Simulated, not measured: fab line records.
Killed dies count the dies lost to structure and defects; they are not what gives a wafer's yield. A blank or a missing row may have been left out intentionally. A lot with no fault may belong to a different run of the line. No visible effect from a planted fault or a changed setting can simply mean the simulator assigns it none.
fab line records ; flow n5Finfet
record lots=6; wafers=17; lastDay=21
route steps=1938 shown BEOL_M15@1807 PASSIVATION@1936
lots untouched by any fault: they come from a run of this same line in which no faults occurred
startH: start of the lot's first displayed wafer, in hours after the record's first day ; waitH: hours elapsed since this lot's preceding step ; " same as the row above ; L1.1+2: several wafers, shown together as one row ; - either no value or no given start ; * or withheld: withheld ; < > ~ a bound
route shown NAME@n: names a module that has steps shown in the file, with the first one's number in the route ; usual: mean and standard deviation over wafers with no fault ; same: alike in all rows ; chamber/n: place in a boat ; sites: readings site by site ; _std_site: how widely they spread, as a standard deviation ; _edge_site: outer sites' mean less inner sites' ; radiusMm: how far each site lies from the wafer's centre ; mask NAME#n: copy n ; behind: the last tool/chamber to shape the wafer ; hold: why the lot was held/for how many hours/how that ended ; device: the transistor (n, p or np) that didn't switch ; end of line: at the end of the route, the tests of the same wafers ; step lacking rows: just its recipe ; killed: count of dies lost to structure and defects at first sort (not the wafer's yield) ; map: a wafer's dies, x killed, . not, _ none there
set.NAME: the run value of the setting; set.NAME@STEP: its run value at that earlier step ; model.NAME: the simulator's own value behind a step, which no gauge read
a table for each step, a row for each wafer; lots at some steps of the route
services: when a tool's chamber went out of use (startH, in hours from the record's first day, below 0 if earlier), for how many hours, and the reason
## steps
# step N5_BEOL_M15_DESCUM_33
# recipe chemistry=O2; timeS=7.9; sourcePowerW=50; biasPowerW=20; pressureMtorr=20; rfFrequencyHz=2.712e+07; tempC=40; o2FlowSccm=225
# step N5_BEOL_M15_ETCH_61
# recipe chemistry=N2/H2; target=BARC; targetDepthA=890; overetchA=267; timeS=67.9; ionEnergyEv=200; pressureMtorr=30; sourceW=840; biasW=150; n2FlowSccm=200; h2FlowSccm=200
# step N5_BEOL_M15_TRENCH_ETCH_34
# recipe chemistry=C4F8/O2/Ar; target=SiO2; targetDepthA=8729.3; heInnerTorr=15; heOuterTorr=30; timeS=199; ionEnergyEv=800; pressureMtorr=20; sourceW=1905; biasW=2040; Ar_flow_sccm=400; C4F8_flow_sccm=16; O2_flow_sccm=12
# usual drypumpMotorCurrentA=5.9/0.36; oesProductAu=0.80/0.06; rfVppV=2214/23; showerheadPlenumPTorr=3.43/0.1; throttleValvePct=30.89/0.24
lot.wafer;tool;chamber;startH;waitH;drypumpMotorCurrentA;oesProductAu;rfHoursCounterH;rfVppV;showerheadPlenumPTorr;throttleValvePct
L882.1;rieDiel-03;0;295.91;0.0;6.0;0.84;70;2240;3.36;31.13
L882.3;rieDiel-03;2;295.91;0.0;5.9;0.81;83;2199;3.48;30.97
L882.6;rieDiel-03;3;295.91;0.0;6.2;0.79;-;2195;3.31;30.66
L883.1;rieDiel-03;0;314.93;0.0;6.0;0.84;79;2239;3.35;31.14
L883.2;rieDiel-03;2;314.93;0.0;5.8;0.79;92;2201;3.47;30.97
L883.3;rieDiel-03;3;314.93;0.0;6.2;0.77;135;2194;3.31;30.66
L902.1;rieDiel-01;3;460.06;0.0;6.1;0.82;103;2183;3.45;30.78
L902.2;rieDiel-01;0;460.06;0.0;5.4;0.81;84;2199;3.35;31.04
L902.3;rieDiel-01;2;460.06;0.0;5.7;0.75;144;2236;3.44;31.18
L898.4;rieDiel-01;1;468.02;0.0;5.6;0.84;56;2234;3.62;30.98
L898.5;rieDiel-01;1;468.02;0.0;5.6;0.85;-;2234;3.62;30.98
L898.6;rieDiel-01;0;468.02;0.0;5.4;0.80;-;2199;3.35;31.02
L896.5;rieDiel-03;0;485.20;0.1;6.0;0.78;-;2235;3.33;31.20
L896.6;rieDiel-03;1;485.20;0.1;5.2;0.88;-;2248;3.49;30.42
L903.1;rieDiel-06;1;494.05;0.0;6.2;0.83;86;2176;3.35;31.04
L903.2;rieDiel-06;3;494.05;0.0;5.8;0.86;44;2227;3.63;30.50
L903.5;rieDiel-06;1;494.05;0.0;6.3;0.82;-;2177;3.35;31.07
# step N5_BEOL_M15_STRIP_36
# recipe chemistry=O2; powerW=600; tempC=60; pressureMtorr=30; rfFrequencyHz=6e+07; biasPowerW=0; overashFraction=0.3; o2FlowSccm=225
# step N5_BEOL_M15_STRIP_62
# recipe chemistry=O2; powerW=600; tempC=60; pressureMtorr=30; rfFrequencyHz=6e+07; biasPowerW=0; overashFraction=0.3; o2FlowSccm=225
# step N5_BEOL_M15_STRIP_37
# recipe chemistry=O2; powerW=600; tempC=60; pressureMtorr=30; rfFrequencyHz=6e+07; biasPowerW=0; overashFraction=0.3; o2FlowSccm=225
# step N5_BEOL_M15_ETCH_38
# recipe chemistry=CF4/N2; target=SiCN; targetDepthA=1064; taperDeg=2; timeS=120.5; ionEnergyEv=150; maskMaterial=SiO2; pressureMtorr=40; sourceW=430; biasW=70; Ar_flow_sccm=100; cf4FlowSccm=60; n2FlowSccm=60
# usual drypumpMotorCurrentA=5.9/0.38; oesProductAu=0.80/0.067; rfVppV=382.5/1.9; showerheadPlenumPTorr=2.22/0.07; throttleValvePct=15.43/0.2
lot.wafer;tool;chamber;startH;waitH;drypumpMotorCurrentA;oesProductAu;rfHoursCounterH;rfVppV;showerheadPlenumPTorr;throttleValvePct
L882.1;rieDiel-01;2;-;-;5.7;0.79;102;382.4;2.22;15.67
L882.3;rieDiel-01;0;-;-;5.4;0.87;45;382.1;2.16;15.39
L882.6;rieDiel-01;1;-;-;5.6;0.93;-;386.4;2.34;15.30
L883.1;rieDiel-06;0;-;-;6.5;0.74;181;384.1;2.28;15.46
L883.2;rieDiel-06;2;-;-;5.5;0.77;143;383.2;2.22;15.42
L883.3;rieDiel-06;1;-;-;6.3;0.89;43;380.0;2.16;15.46
L902.1;rieDiel-06;0;-;-;6.5;0.71;212;383.8;2.27;15.52
L902.2;rieDiel-06;2;-;-;5.5;0.75;176;381.9;2.20;15.50
L902.3;rieDiel-06;1;-;-;6.3;0.85;73;379.9;2.15;15.55
L898.4;rieDiel-06;2;-;-;5.5;0.74;179;381.7;2.20;15.50
L898.5;rieDiel-06;1;-;-;6.3;0.83;-;382.1;2.15;15.51
L898.6;rieDiel-06;2;-;-;5.5;0.74;-;382.3;2.20;15.49
L896.5;rieDiel-01;3;-;-;6.1;0.80;-;382.1;2.22;15.39
L896.6;rieDiel-01;0;-;-;5.4;0.81;-;380.6;2.14;15.49
L903.1;rieDiel-01;0;-;-;5.4;0.79;95;379.5;2.14;15.51
L903.2;rieDiel-01;3;-;-;6.1;0.80;115;381.1;2.22;15.40
L903.5;rieDiel-01;2;-;-;5.7;0.73;-;381.8;2.21;15.77
# step N5_BEOL_M15_PRECLEAN_39
# recipe chemistry=residueRemover; timeS=60; tempC=40
# step N5_BEOL_M15_SRD_40
# recipe timeS=30; tempC=23; rinseLiquid=diw; dry=n2Spin; spinRpm=1500; dryTimeS=30
# step N5_BEOL_M15_DEGAS_41
# recipe ambient=vacuum; tempC=300; timeS=60
# step N5_BEOL_M15_PRE_CLEAN_42
# recipe gas=H2/He; timeS=30; tempC=300
# usual heaterPowerW=453/43
lot.wafer;tool;chamber;startH;waitH;heaterPowerW
L882.1;pvdSputter-02;-;297.24;0.0;401
L882.3;pvdSputter-02;-;297.24;0.0;489
L882.6;pvdSputter-02;-;297.24;0.0;520
L883.1;pvdSputter-02;-;317.98;0.0;524
L883.2;pvdSputter-02;-;317.98;0.0;407
L883.3;pvdSputter-02;-;317.98;0.0;481
L902.1;pvdSputter-03;-;461.48;0.0;445
L902.2;pvdSputter-03;-;461.48;0.0;531
L902.3;pvdSputter-03;-;461.48;0.0;505
L898.4;pvdSputter-02;-;469.38;0.0;412
L898.5;pvdSputter-02;-;469.38;0.0;408
L898.6;pvdSputter-02;-;469.38;0.0;445
L896.5;pvdSputter-02;-;489.67;0.0;442
L896.6;pvdSputter-02;-;489.67;0.0;403
L903.1;pvdSputter-03;-;495.77;0.0;394
L903.2;pvdSputter-03;-;495.77;0.0;436
L903.5;pvdSputter-03;-;495.77;0.0;434
# step N5_BEOL_M15_SPUTTER_43
# recipe material=TaN; targetThkA=150; tempC=50; biasV=168.6; powerW=15000; chamberPressurePa=0.12; timeS=24.19
# usual throttleValvePct=29.4/0.98
lot.wafer;tool;chamber;startH;waitH;throttleValvePct;model.TaN_of_BEOL_M15_SPUTTER_43.thkNm
L882.1;pvdSputter-02;-;297.28;0.0;28.6;14.8
L882.3;pvdSputter-02;-;297.28;0.0;30.2;15
L882.6;pvdSputter-02;-;297.28;0.0;31.0;15
L883.1;pvdSputter-02;-;318.02;0.0;31.1;15.2
L883.2;pvdSputter-02;-;318.02;0.0;28.8;15
L883.3;pvdSputter-02;-;318.02;0.0;30.0;15
L902.1;pvdSputter-03;-;461.52;0.0;29.3;15
L902.2;pvdSputter-03;-;461.52;0.0;28.3;15
L902.3;pvdSputter-03;-;461.52;0.0;29.1;15
L898.4;pvdSputter-02;-;469.42;0.0;28.9;15
L898.5;pvdSputter-02;-;469.42;0.0;28.6;4.8
L898.6;pvdSputter-02;-;469.42;0.0;28.7;5
L896.5;pvdSputter-02;-;489.73;0.0;28.7;4.6
L896.6;pvdSputter-02;-;489.73;0.0;28.7;4.4
L903.1;pvdSputter-03;-;495.81;0.0;28.0;15
L903.2;pvdSputter-03;-;495.81;0.0;29.4;15
L903.5;pvdSputter-03;-;495.81;0.0;29.2;15
# step N5_BEOL_M15_SPUTTER_44
# recipe material=Ta; targetThkA=150; tempC=50; biasV=80; powerW=15000; chamberPressurePa=0.07; timeS=24.19
# usual throttleValvePct=29.4/0.97
lot.wafer;tool;chamber;startH;waitH;throttleValvePct
L882.1;pvdSputter-02;-;297.36;0.0;28.6
L882.3;pvdSputter-02;-;297.36;0.0;30.0
L882.6;pvdSputter-02;-;297.36;0.0;31.0
L883.1;pvdSputter-02;-;318.10;0.0;30.9
L883.2;pvdSputter-02;-;318.10;0.0;28.5
L883.3;pvdSputter-02;-;318.10;0.0;29.8
L902.1;pvdSputter-03;-;461.60;0.0;29.4
L902.2;pvdSputter-03;-;461.60;0.0;28.5
L902.3;pvdSputter-03;-;461.60;0.0;29.4
L898.4;pvdSputter-02;-;469.50;0.0;28.6
L898.5;pvdSputter-02;-;469.50;0.0;28.9
L898.6;pvdSputter-02;-;469.50;0.0;28.4
L896.5;pvdSputter-02;-;489.81;0.0;28.4
L896.6;pvdSputter-02;-;489.81;0.0;28.5
L903.1;pvdSputter-03;-;495.89;0.0;28.0
L903.2;pvdSputter-03;-;495.89;0.0;29.3
L903.5;pvdSputter-03;-;495.89;0.0;29.2
# step N5_BEOL_M15_SPUTTER_45
# recipe material=Cu; targetThkA=1000; tempC=-20; biasV=60; powerW=26000; chamberPressurePa=0.13; timeS=16.67
# usual throttleValvePct=29.4/0.98
lot.wafer;tool;chamber;startH;waitH;throttleValvePct
L882.1;pvdSputter-02;-;297.44;0.0;28.7
L882.3;pvdSputter-02;-;297.44;0.0;30.1
L882.6;pvdSputter-02;-;297.44;0.0;30.7
L883.1;pvdSputter-02;-;318.18;0.0;30.7
L883.2;pvdSputter-02;-;318.18;0.0;28.9
L883.3;pvdSputter-02;-;318.18;0.0;29.8
L902.1;pvdSputter-03;-;461.68;0.0;29.2
L902.2;pvdSputter-03;-;461.68;0.0;28.6
L902.3;pvdSputter-03;-;461.68;0.0;29.3
L898.4;pvdSputter-02;-;469.58;0.0;28.8
L898.5;pvdSputter-02;-;469.58;0.0;28.8
L898.6;pvdSputter-02;-;469.58;0.0;28.8
L896.5;pvdSputter-02;-;489.89;0.0;28.7
L896.6;pvdSputter-02;-;489.89;0.0;28.5
L903.1;pvdSputter-03;-;495.97;0.0;28.2
L903.2;pvdSputter-03;-;495.97;0.0;29.3
L903.5;pvdSputter-03;-;495.97;0.0;29.6
# step N5_BEOL_M15_ECD_47
# recipe material=Cu; targetThkA=18600
# step N5_BEOL_M15_ANNEAL_48
# recipe tempC=225; timeS=90; ambient=N2
# step N5_BEOL_M15_CMP_49
# recipe stopOn=SiO2; tOverpolishS=4.9; downForcePsi=2; platenRpm=80; clearingPlatenDownForcePsi=2; clearingPlatenRpm=80; postCmpClean=cuAlkaline; targetThkNm=850; clearingPlatenPadVelocityMS=1.5917; padVelocityMS=1.5917
# usual barrierFieldEndpointS=11.32/0.24; motorCurrentA=8.1/0.9; padLifeWafers=1188/590
lot.wafer;tool;chamber;startH;waitH;barrierFieldEndpointS;motorCurrentA;padLifeWafers
L882.1;cmp-03;3;298.10;0.3;10.97;8.6;1908
L882.3;cmp-03;1;298.10;0.3;11.41;8.2;1910
L882.6;cmp-03;3;298.10;0.3;11.44;8.5;-
L883.1;cmp-01;1;318.85;0.3;11.23;6.2;1470
L883.3;cmp-01;2;318.85;0.3;11.55;9.3;1471
L883.2;cmp-01;3;318.85;0.3;11.32;9.2;1472
L902.1;cmp-01;1;462.34;0.3;11.12;6.2;162
L902.3;cmp-01;2;462.34;0.3;11.35;9.7;163
L902.2;cmp-01;0;462.34;0.3;11.42;8.4;165
L898.4;cmp-02;2;470.58;0.3;11.34;9.1;1316
L898.5;cmp-02;0;470.58;0.3;7.43;7.7;-
L898.6;cmp-02;1;470.58;0.3;7.82;8.5;-
L896.6;cmp-02;0;490.66;0.2;7.20;7.7;-
L896.5;cmp-02;1;490.66;0.2;7.20;8.3;-
L903.2;cmp-02;2;496.76;0.2;11.27;8.8;1548
L903.1;cmp-02;1;496.76;0.2;11.14;8.3;1551
L903.5;cmp-02;2;496.76;0.2;11.20;9.2;-
# step N5_BEOL_M15_THK_MEAS_50
# recipe thkMeasGauge=xrf; reads=Cu_of_BEOL_M15_ECD_47
# usual M15_THK=833/12
lot.wafer;tool;chamber;startH;waitH;M15_THK[nm]
L882.1;filmMetro-01;-;298.39;-;843
L882.3;filmMetro-01;-;298.39;-;843
L882.6;filmMetro-01;-;298.39;-;830
L883.1;filmMetro-01;-;319.15;-;839
L883.2;filmMetro-01;-;319.15;-;826
L883.3;filmMetro-01;-;319.15;-;820
L902.1;filmMetro-01;-;462.63;-;846
L902.2;filmMetro-01;-;462.63;-;840
L902.3;filmMetro-01;-;462.63;-;838
L898.4;filmMetro-02;-;470.80;-;819
L898.5;filmMetro-02;-;470.80;-;830
L898.6;filmMetro-02;-;470.80;-;836
L896.5;filmMetro-01;-;490.80;-;835
L896.6;filmMetro-01;-;490.80;-;848
L903.1;filmMetro-02;-;497.06;-;830
L903.2;filmMetro-02;-;497.06;-;836
L903.5;filmMetro-02;-;497.06;-;831
# step N5_PASSIVATION_PROBE_49
# usual defectLimitedYield=91.4/1.2; killed_at_M0_to_M3=34/10; killed_at_M4_up=14/5.1; killedAtContacts=12/6.4; killedAtFrontEnd=38/9.3; killedAtOther=4/3; killedDies=102/15; killedOnRim=13/3.6; killedOpen=67/12; killedShort=33/6.9; sort_bin_5_function=5.0/0.86; sort_bin_6_memory=3.2/0.58; sortNPass=1078/15; sortYieldPct=91.4/1.2
# same grossDies=1180; killedAtBackSide=0; sort_bin_4_leakage[%]=0; sort_bin_8_speed[%]=0
lot.wafer;tool;chamber;startH;waitH;defectLimitedYield[%];killed_at_M0_to_M3;killed_at_M4_up;killedAtContacts;killedAtFrontEnd;killedAtOther;killedDies;killedOnRim;killedOpen;killedShort;sort_bin_5_function[%];sort_bin_6_memory[%];sortNPass;sortYieldPct[%]
L883.1;prober-01;-;337.65;0.0;91.6;42;14;9;33;1;99;19;68;25;4.3;3.5;1081;91.6
L883.2;prober-01;-;337.70;0.1;90.1;53;13;9;40;2;117;14;77;38;6.3;3.3;1063;90.1
L883.3;prober-01;-;337.75;0.1;91.3;38;13;11;39;2;103;15;63;39;5.3;3.2;1077;91.3
L902.1;prober-01;-;475.56;0.0;90.3;27;17;28;43;0;115;9;74;40;6.1;3.3;1065;90.3
L902.2;prober-01;-;475.61;0.1;88.0;41;18;30;48;5;142;16;103;39;7.6;3.8;1038;88.0
L902.3;prober-01;-;475.66;0.1;92.5;15;14;17;41;2;89;14;54;33;4.4;3.1;1091;92.5
# killed by level:class
L883.1 BEOL_M3:geometricParticle:open=14 FIN_SAQP:geometricParticle:open=13 BEOL_M0_SAQP:geometricParticle:open=9 MOL_CONTACT_COAG:geometricParticle:open=8 BEOL_M0_SAQP:geometricParticle:short=7 BEOL_M4:geometricParticle:open=7 BEOL_M1:geometricParticle:open=4 HKMG_FIN:areaEtch=4
L883.2 BEOL_M0_SAQP:geometricParticle:open=17 BEOL_M3:geometricParticle:open=15 FIN_SAQP:geometricParticle:open=14 FIN_SAQP:geometricParticle:short=10 BEOL_M0_SAQP:geometricParticle:short=8 MOL_CONTACT_COAG:geometricParticle:open=7 BEOL_M1:geometricParticle:open=6 BEOL_M4:geometricParticle:open=5
L883.3 FIN_SAQP:geometricParticle:short=16 BEOL_M2:geometricParticle:open=11 FIN_SAQP:geometricParticle:open=9 MOL_CONTACT_COAG:geometricParticle:open=9 BEOL_M4:geometricParticle:open=7 BEOL_M0_SAQP:geometricParticle:short=6 BEOL_M3:geometricParticle:short=6 STI_FIN_REVEAL:geometricParticle:open=5
L902.1 MOL_CONTACT_COAG:geometricParticle:open=24 FIN_SAQP:geometricParticle:open=9 GATE_CUT:geometricParticle:short=9 BEOL_M0_SAQP:geometricParticle:open=9 FIN_SAQP:geometricParticle:short=8 BEOL_M4:geometricParticle:open=7 DUMMY_GATE:geometricParticle:open=5 BEOL_M0_SAQP:geometricParticle:short=5
L902.2 MOL_CONTACT_COAG:geometricParticle:open=27 STI_FIN_REVEAL:geometricParticle:open=17 BEOL_M0_SAQP:geometricParticle:open=17 BEOL_M0_SAQP:geometricParticle:short=14 BEOL_M4:geometricParticle:open=10 FIN_SAQP:geometricParticle:open=6 GATE_CUT:geometricParticle:short=6 FIN_SAQP:geometricParticle:short=5
L902.3 MOL_CONTACT_COAG:geometricParticle:open=14 STI_FIN_REVEAL:geometricParticle:open=7 FIN_SAQP:geometricParticle:open=6 FIN_SAQP:geometricParticle:short=6 GATE_CUT:geometricParticle:short=5 BEOL_M0_SAQP:geometricParticle:short=5 BEOL_M4:geometricParticle:open=5 DUMMY_GATE:geometricParticle:short=3
## services
tool;chamber;startH;hours;kind
pvdSputter-03;-;273.75;1.9;repair
cmp-01;-;278.77;2.6;repair
cmp-02;-;291.63;4.0;pm
rieDiel-06;3;293.02;-;clean
rieDiel-06;3;293.02;-;consumableReplace:focusRing
rieDiel-06;3;293.02;-;consumableReplace:showerhead
rieDiel-06;3;293.02;24.9;scheduledDown
cmp-02;-;295.98;4.2;pm
cmp-01;-;298.90;1.8;repair
cmp-03;-;303.08;2.8;repair
cmp-02;-;303.40;0.6;repair
cmp-03;-;313.46;4.0;pm
rieDiel-01;0;323.77;1.3;repair
cmp-03;-;336.82;3.6;repair
cmp-03;-;357.64;2.2;pm
pvdSputter-03;-;368.86;6.0;repair
cmp-02;-;393.48;1.2;repair
cmp-01;-;397.99;2.2;repair
cmp-01;-;409.36;4.0;pm
cmp-03;-;416.98;0.5;repair
rieDiel-01;-;424.75;0.6;repair
cmp-01;-;428.67;26.7;repair
cmp-02;-;434.92;0.9;repair
cmp-03;-;474.41;3.2;repair
## key
firstSign step=N5_BEOL_M15_CMP_49; reading=barrierFieldEndpointS; direction=down; sigmas=17; usual=11.32; struck=7.41
effect none on later readings
modelEffect step=N5_BEOL_M15_SPUTTER_43; value=TaN_of_BEOL_M15_SPUTTER_43.thkNm; without=14.9; struck=4.7
metAt N5_BEOL_M15_SPUTTER_43
struckWafers L896.5,L896.6,L898.5,L898.6
onsetBetween 318.02 469.42
fault kind=processParameterDrift; tool=pvdSputter-02; chamber=-; onsetH=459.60; steps=N5_BEOL_M15_SPUTTER_43; channel=timeS; offset=*; shape=step; endH=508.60; scope=struckWafersOnly; actsIn=*; stated=*
